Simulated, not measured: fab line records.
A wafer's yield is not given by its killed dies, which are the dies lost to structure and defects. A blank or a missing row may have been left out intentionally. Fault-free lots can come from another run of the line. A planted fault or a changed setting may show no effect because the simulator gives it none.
A lot that was struck, set against a sound lot || flow nand_harc || 13 steps out of a route of 1159
Sound: the wafers L756.1, L756.3, L756.6. Wafers struck: L766.1, L766.3, L766.5. The cause is given at the end.
Order at every step that has rows: each side's tool, ch and its chambers, its first start. Under that, the readings that differ: sound wafers || struck wafers || difference of the means || sigmas: that difference in standard deviations of wafers without a fault.
alike: readings with means less than 2 such deviations apart, plus words and numbers identical on both sides. not compared: withheld readings, readings lacking a value on some wafer, bounds such as >300 that could conceal the same value, and numbers that have no deviation in the record and whose values overlap.
A row with sigmas, a row that says differs or no value, or rows on one side alone: a step with any of these is where the two part. Numbers that have no deviation but don't overlap get no sigmas and don't part them. Lack of a reading on every wafer of one side parts them only where that side has two or more wafers.

first, 2 steps without rows for these wafers: NHARC_P_GATE_RTA_64 (time 1 s); NHARC_P_GATE_ETCH_77 (etches SiO2 in dHF, target depth 6 nm).
NHARC_P_GATE_DEGAS_109: time 60 s.
  sound on pvd_sputter-02 at day 6 01:40; struck on pvd_sputter-03 at day 8 17:19
  alike: heater_power_w
then, 3 steps without rows for these wafers: NHARC_P_GATE_PRE_CLEAN_110 (time 30 s); NHARC_P_GATE_SPUTTER_78 (material Ni, target thk 10 nm); NHARC_P_GATE_SPUTTER_79 (material TiN, target thk 10 nm).
NHARC_P_GATE_RTA_80: time 30 s.
  sound on rtp_anneal-02 ch 0, day 6 01:57; struck on rtp_anneal-01 ch 0, day 8 17:37
{"reading": "lamp_power_pct (%)", "sound": "1.98 1.98 1.98", "struck": "2.05 2.05 2.05", "difference": "+0.07", "sigmas": "+2"}
  alike: wafer_temp_C_max
then, 1 step without rows for these wafers: NHARC_P_GATE_STRIP_67 (strips in SPM, time 600 s).
NHARC_P_GATE_RTA_82: time 30 s.
  sound on rtp_anneal-01 ch 0, day 6 02:25; struck on rtp_anneal-01 ch 0, day 8 18:06
  alike: lamp_power_pct, wafer_temp_C_max
NHARC_P_GATE_INSPECT_68:
  sound on defect_inspect-01 at day 6 02:37; struck on defect_inspect-01 at day 8 18:17
  alike: raw_defect_count
NHARC_P_CONTACT_DEP_30: deposits SiNx, target thk 30 nm.
  sound on pecvd-01 ch 1,2, day 6 02:51; struck on pecvd-01 ch 0,1,2, day 8 18:22
  alike: heater_power_w
NHARC_P_CONTACT_DEP_00: deposits SiO2, target thk 500 nm.
  sound on pecvd-01 ch 1,2; struck on pecvd-01 ch 0,1,2
  alike: heater_power_w, showerhead_vpp_V, throttle_valve_pct
NHARC_P_CONTACT_CMP_01: polishes SiO2, target thk 200 nm.
  sound on cmp-04 ch 0,1, day 6 03:33; struck on cmp-04 ch 0,1, day 8 19:05
  no value came back on the struck wafers for edge_zone_pressure_frac, motor_current_A (A), slurry_flow_ml_min; on the sound wafers edge_zone_pressure_frac reads 0.995 1.000 1.000

WHERE THEY PART
Earliest at NHARC_P_GATE_RTA_80; latest, in this record, at NHARC_P_CONTACT_CMP_01.

WHY: the cause the simulator had injected
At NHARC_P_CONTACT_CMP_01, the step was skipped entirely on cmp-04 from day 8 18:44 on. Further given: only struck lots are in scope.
